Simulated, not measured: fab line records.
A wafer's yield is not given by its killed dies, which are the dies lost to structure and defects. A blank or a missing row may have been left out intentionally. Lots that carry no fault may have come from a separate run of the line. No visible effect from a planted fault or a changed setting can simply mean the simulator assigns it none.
Which tool was responsible? | flow n5Finfet | 24 lots with 72 wafers sampled at 6 steps, on a route of 1938 steps

WHAT EACH GAUGE READ, for each wafer
N5_BEOL_M13_OCD_MEAS_35.
lot  | measured     | on     | trenchDepthNm (nm)
L074 | day 10 09:44 | ocd-02 | 405 401 404
L076 | day 10 16:08 | ocd-01 | 414 415 410
L075 | day 10 16:52 | ocd-01 | 411 411 411
L077 | day 11 08:28 | ocd-02 | 411 411 403
L080 | day 11 13:16 | ocd-02 | 414 415 410
L079 | day 11 16:31 | ocd-01 | 408 416 410
L078 | day 11 21:32 | ocd-01 | 415 414 411
L081 | day 12 05:40 | ocd-02 | 411 409 410
L083 | day 12 12:26 | ocd-02 | 416 402 420
L082 | day 12 14:12 | ocd-01 | 412 410 410
L084 | day 12 14:43 | ocd-01 | 417 406 417
L085 | day 13 00:49 | ocd-01 | 407 421 409
L086 | day 13 08:37 | ocd-02 | 417 410 415
L087 | day 13 12:43 | ocd-01 | 405 411 409
L088 | day 13 22:02 | ocd-02 | 409 416 412
L090 | day 13 22:59 | ocd-02 | 411 409 407
L091 | day 14 05:22 | ocd-01 | 415 413 410
L089 | day 14 05:55 | ocd-02 | 397 413 415
L092 | day 14 12:56 | ocd-01 | 402 403 403
L093 | day 14 17:39 | ocd-01 | 409 412 413
L094 | day 14 20:19 | ocd-01 | 404 412 412
L095 | day 15 20:59 | ocd-02 | 415 406 418
L096 | day 15 21:11 | ocd-01 | 418 408 409
L097 | day 16 10:32 | ocd-01 | 418 410 409

N5_BEOL_M13_RS_MEAS_54: uses a four-point probe to measure.
lot  | measured     | on           | M13_RS (ohm/sq)
L074 | day 10 11:20 | filmMetro-02 | 0.0462 0.0466 0.0461
L076 | day 10 18:24 | filmMetro-01 | 0.0452 0.0449 0.0456
L075 | day 10 19:13 | filmMetro-01 | 0.0453 0.0453 0.0455
L077 | day 11 12:13 | filmMetro-01 | 0.0450 0.0452 0.0463
L080 | day 11 17:05 | filmMetro-02 | 0.0449 0.0451 0.0455
L079 | day 11 20:22 | filmMetro-01 | 0.0456 0.0447 0.0456
L078 | day 12 00:54 | filmMetro-02 | 0.0451 0.0448 0.0453
L081 | day 12 07:55 | filmMetro-02 | 0.0453 0.0453 0.0454
L083 | day 12 14:08 | filmMetro-01 | 0.0447 0.0462 0.0443
L082 | day 12 15:58 | filmMetro-01 | 0.0453 0.0453 0.0454
L084 | day 12 17:26 | filmMetro-01 | 0.0446 0.0459 0.0448
L085 | day 13 04:43 | filmMetro-01 | 0.0455 0.0439 0.0455
L086 | day 13 11:40 | filmMetro-01 | 0.0446 0.0452 0.0448
L087 | day 13 14:27 | filmMetro-02 | 0.0459 0.0454 0.0458
L088 | day 14 01:33 | filmMetro-02 | 0.0458 0.0449 0.0449
L090 | day 14 02:04 | filmMetro-01 | 0.0456 0.0454 0.0459
L091 | day 14 11:59 | filmMetro-02 | 0.0451 0.0453 0.0456
L089 | day 14 13:54 | filmMetro-02 | 0.0469 0.0452 0.0449
L092 | day 14 14:45 | filmMetro-02 | 0.0464 0.0462 0.0463
L093 | day 14 20:17 | filmMetro-01 | 0.0451 0.0448 0.0450
L094 | day 14 22:59 | filmMetro-01 | 0.0461 0.0451 0.0453
L095 | day 16 00:38 | filmMetro-02 | 0.0449 0.0459 0.0449
L096 | day 16 00:49 | filmMetro-01 | 0.0444 0.0455 0.0456
L097 | day 16 14:58 | filmMetro-01 | 0.0445 0.0455 0.0455

N5_BEOL_M13_INSPECT_55: inspects for defects (darkfield).
lot  | measured     | on               | rawDefectCount
L074 | day 10 11:22 | defectInspect-02 | 82 76 94
L076 | day 10 18:25 | defectInspect-01 | 52 70 57
L075 | day 10 19:14 | defectInspect-01 | 70 77 50
L077 | day 11 12:14 | defectInspect-02 | 111 76 100
L080 | day 11 17:06 | defectInspect-01 | 39 79 42
L079 | day 11 20:23 | defectInspect-01 | 61 84 108
L078 | day 12 00:55 | defectInspect-01 | 57 104 166
L081 | day 12 07:56 | defectInspect-01 | 71 55 77
L083 | day 12 14:10 | defectInspect-01 | 48 47 62
L082 | day 12 15:59 | defectInspect-01 | 48 52 41
L084 | day 12 17:28 | defectInspect-01 | 76 35 74
L085 | day 13 04:44 | defectInspect-01 | 79 48 47
L086 | day 13 11:41 | defectInspect-01 | 75 75 107
L087 | day 13 14:29 | defectInspect-02 | 55 39 53
L088 | day 14 01:35 | defectInspect-02 | 78 73 93
L090 | day 14 02:05 | defectInspect-02 | 61 59 74
L091 | day 14 12:01 | defectInspect-02 | 52 40 96
L089 | day 14 13:55 | defectInspect-02 | 106 62 81
L092 | day 14 14:46 | defectInspect-01 | 57 48 40
L093 | day 14 20:19 | defectInspect-01 | 90 73 46
L094 | day 14 23:01 | defectInspect-01 | 89 67 127
L095 | day 16 00:40 | defectInspect-02 | 55 62 76
L096 | day 16 00:50 | defectInspect-02 | 72 46 85
L097 | day 16 14:59 | defectInspect-01 | 43 63 74

N5_BEOL_M14_OVL_MEAS_11.
lot  | measured     | on         | V13_OVL (nm)
L074 | day 10 12:22 | overlay-01 | 2 -8 -11
L076 | day 10 18:59 | overlay-01 | 7 9 9
L075 | day 10 19:56 | overlay-01 | 11 14 6
L077 | day 11 12:53 | overlay-01 | -1 0 -3
L080 | day 11 17:47 | overlay-01 | -9 -1 2
L079 | day 11 20:58 | overlay-01 | 5 0 4
L078 | day 12 01:30 | overlay-01 | -1 -9 -9
L081 | day 12 08:30 | overlay-01 | 16 9 14
L083 | day 12 14:44 | overlay-02 | 0 5 7
L082 | day 12 16:33 | overlay-02 | -6 2 -1
L084 | day 12 18:01 | overlay-01 | 11 4 5
L085 | day 13 05:26 | overlay-01 | 6 0 3
L086 | day 13 12:20 | overlay-01 | -4 -3 1
L087 | day 13 15:02 | overlay-01 | -1 -3 -3
L088 | day 14 02:08 | overlay-01 | 3 -3 -1
L090 | day 14 02:39 | overlay-02 | 9 6 2
L091 | day 14 12:43 | overlay-01 | 4 7 -4
L089 | day 14 14:37 | overlay-01 | 7 10 2
L092 | day 14 15:20 | overlay-01 | 2 -3 5
L093 | day 14 21:05 | overlay-02 | 2 12 8
L094 | day 14 23:42 | overlay-01 | -2 -5 -5
L095 | day 16 01:14 | overlay-02 | -3 0 0
L096 | day 16 01:24 | overlay-02 | 3 2 4
L097 | day 16 15:33 | overlay-01 | 12 5 12

N5_BEOL_M14_CD_MEAS_17 targets a cd of 250 nm.
lot  | measured     | on       | cdNm (nm)
L074 | day 10 13:16 | cdSem-03 | 253.5 252.9 252.6
L076 | day 10 19:29 | cdSem-03 | 246.3 249.6 250.5
L075 | day 10 20:29 | cdSem-02 | 250.6 249.6 249.0
L077 | day 11 13:41 | cdSem-01 | 249.6 249.0 248.0
L080 | day 11 18:19 | cdSem-02 | 255.4 252.9 251.1
L079 | day 11 21:27 | cdSem-01 | 251.6 252.1 249.1
L078 | day 12 01:59 | cdSem-01 | 252.5 256.0 253.3
L081 | day 12 09:07 | cdSem-02 | 251.7 248.6 249.8
L083 | day 12 15:13 | cdSem-01 | 251.9 250.2 252.3
L082 | day 12 17:02 | cdSem-02 | 254.4 253.0 250.5
L084 | day 12 18:31 | cdSem-03 | 248.9 251.9 247.8
L085 | day 13 05:59 | cdSem-02 | 245.4 247.0 246.7
L086 | day 13 12:55 | cdSem-02 | 251.4 250.6 249.2
L087 | day 13 15:32 | cdSem-01 | 250.8 248.3 249.1
L088 | day 14 02:38 | cdSem-01 | 252.3 248.2 252.9
L090 | day 14 03:08 | cdSem-03 | 251.6 248.6 249.6
L091 | day 14 13:12 | cdSem-02 | 248.7 252.1 253.5
L089 | day 14 15:06 | cdSem-03 | 252.1 249.0 251.8
L092 | day 14 15:53 | cdSem-01 | 249.3 248.6 249.9
L093 | day 14 21:35 | cdSem-01 | 251.5 252.3 253.9
L094 | day 15 00:12 | cdSem-01 | 246.7 245.9 245.8
L095 | day 16 01:44 | cdSem-02 | 246.5 249.7 246.2
L096 | day 16 01:53 | cdSem-01 | 251.1 250.1 251.3
L097 | day 16 16:03 | cdSem-01 | 249.8 251.1 248.9

TOOL THAT RAN EACH LOT (tool first, then ch and the chambers of the sampled wafers, then the start)
lot  | N5_BEOL_M13_ETCH_67
L074 | rieDiel-01 ch 0,1, day 10 09:12
L076 | rieDiel-05 ch 1,2,3, day 10 15:35
L075 | rieDiel-05 ch 1,2,3, day 10 16:20
L077 | rieDiel-05 ch 0,2,3, day 11 07:56
L080 | rieDiel-01 ch 0,1,2, day 11 12:44
L079 | rieDiel-03 ch 0,1,2, day 11 15:58
L078 | rieDiel-01 ch 0,1, day 11 20:59
L081 | rieDiel-01 ch 0,1, day 12 05:07
L083 | rieDiel-03 ch 0,2,3, day 12 11:53
L082 | rieDiel-05 ch 0,1,2, day 12 13:40
L084 | rieDiel-03 ch 0,1,3, day 12 14:10
L085 | rieDiel-03 ch 0,3, day 13 00:16
L086 | rieDiel-01 ch 0,1,2, day 13 08:05
L087 | rieDiel-03 ch 0,2, day 13 12:10
L088 | rieDiel-05 ch 0,1, day 13 21:29
L090 | rieDiel-05 ch 1,2, day 13 22:26
L091 | rieDiel-05 ch 0,1, day 14 04:49
L089 | rieDiel-01 ch 0,2,3, day 14 05:22
L092 | rieDiel-05 ch 1,2, day 14 12:23
L093 | rieDiel-03 ch 0,1,2, day 14 17:07
L094 | rieDiel-03 ch 0,2, day 14 19:47
L095 | rieDiel-03 ch 0,1,3, day 15 20:27
L096 | rieDiel-01 ch 0,2,3, day 15 20:38
L097 | rieDiel-01 ch 1,3, day 16 09:59
- N5_BEOL_M13_ETCH_67: etches SiARC in CF4, target depth 143 nm, time 238.3 s.

WHAT THE TOOLS THEMSELVES READ (means of the sampled wafers that have a number; where no wafer has one, the mark that the record gives instead)
N5_BEOL_M13_ETCH_67.
lot  | tool       | biasW (W) | drypumpMotorCurrentA (A) | etchRfOnTimeS (s) | oesProductAu (a.u.) | rfVppV (V) | showerheadPlenumPTorr (Torr) | throttleValvePct (%)
L074 | rieDiel-01 | 35.92     | 5.5                      | 230               | 0.73                | 184.1      | 2.17                         | 15.57
L076 | rieDiel-05 | 36.04     | 6.2                      | 235               | 0.66                | 184.7      | 2.23                         | 15.33
L075 | rieDiel-05 | 35.98     | 6.2                      | 234               | 0.66                | 185.3      | 2.22                         | 15.34
L077 | rieDiel-05 | 36.04     | 6.1                      | 236               | 0.64                | 183.0      | 2.14                         | 15.41
L080 | rieDiel-01 | 36.10     | 5.2                      | 232               | 0.77                | 185.1      | 2.14                         | 15.61
L079 | rieDiel-03 | 35.98     | 5.7                      | 244               | 0.65                | 183.3      | 2.09                         | 15.65
L078 | rieDiel-01 | 35.93     | 5.5                      | 232               | 0.72                | 183.6      | 2.16                         | 15.61
L081 | rieDiel-01 | 35.98     | 5.5                      | 232               | 0.72                | 184.5      | 2.16                         | 15.61
L083 | rieDiel-03 | 35.96     | 5.4                      | 240               | 0.69                | 184.2      | 2.13                         | 15.56
L082 | rieDiel-05 | 35.98     | 6.1                      | 237               | 0.67                | 184.4      | 2.15                         | 15.42
L084 | rieDiel-03 | 35.96     | 5.8                      | 240               | 0.72                | 183.2      | 2.13                         | 15.48
L085 | rieDiel-03 | 36.03     | 5.7                      | 244               | 0.67                | 183.3      | 2.15                         | 15.60
L086 | rieDiel-01 | 36.04     | 5.2                      | 235               | 0.74                | 184.2      | 2.14                         | 15.63
L087 | rieDiel-03 | 35.95     | 5.6                      | 249               | 0.60                | 184.2      | 2.10                         | 15.77
L088 | rieDiel-05 | 35.99     | 5.8                      | 236               | 0.65                | 183.9      | 2.07                         | 15.57
L090 | rieDiel-05 | 36.03     | 6.3                      | 232               | 0.68                | 184.9      | 2.23                         | 15.37
L091 | rieDiel-05 | 35.99     | 5.8                      | 235               | 0.65                | 183.5      | 2.07                         | 15.58
L089 | rieDiel-01 | 36.01     | 5.1                      | 236               | 0.69                | 182.6      | 2.09                         | 15.68
L092 | rieDiel-05 | 36.14     | 6.3                      | 236               | 0.67                | 185.2      | 2.23                         | 15.39
L093 | rieDiel-03 | 35.97     | 5.7                      | 245               | 0.63                | 183.2      | 2.08                         | 15.70
L094 | rieDiel-03 | 35.94     | 5.4                      | 239               | 0.61                | 183.0      | 2.07                         | 15.79
L095 | rieDiel-03 | 35.99     | 5.8                      | 242               | 0.68                | 184.0      | 2.12                         | 15.53
L096 | rieDiel-01 | 36.04     | 5.1                      | 234               | 0.77                | 184.4      | 2.18                         | 15.53
L097 | rieDiel-01 | 35.95     | 5.6                      | 230               | 0.73                | 183.9      | 2.19                         | 15.54

THE ANSWER, worked out from the rows above alone
Rule: what is usual is taken from the lots themselves. Put in order of their means at a reading, lots are off if they are a third of the lots or fewer, leave a main group of 4 or more, and stand apart from it by a gap of 3 or more times the standard deviation of the main group's means; of several such gaps the widest counts. A main group whose means are all the same, to the digits that the tables above print for the reading, isn't used. Also off: a lot with no number at a reading for which 4 or more lots have one. Where the step has rows for the other lots, those lots are counted as sound. Order of review: gauges by route order, followed by the tools' own readings, for which a lot's mean as printed above is used. The first step at which some lot is off is used, and at that step the reading that is off furthest; a lot without a number counts as furthest.
Across all readings shown, no lot is off: no conclusion can be drawn from this.

WHAT HAD BEEN PUT IN BY THE SIMULATOR
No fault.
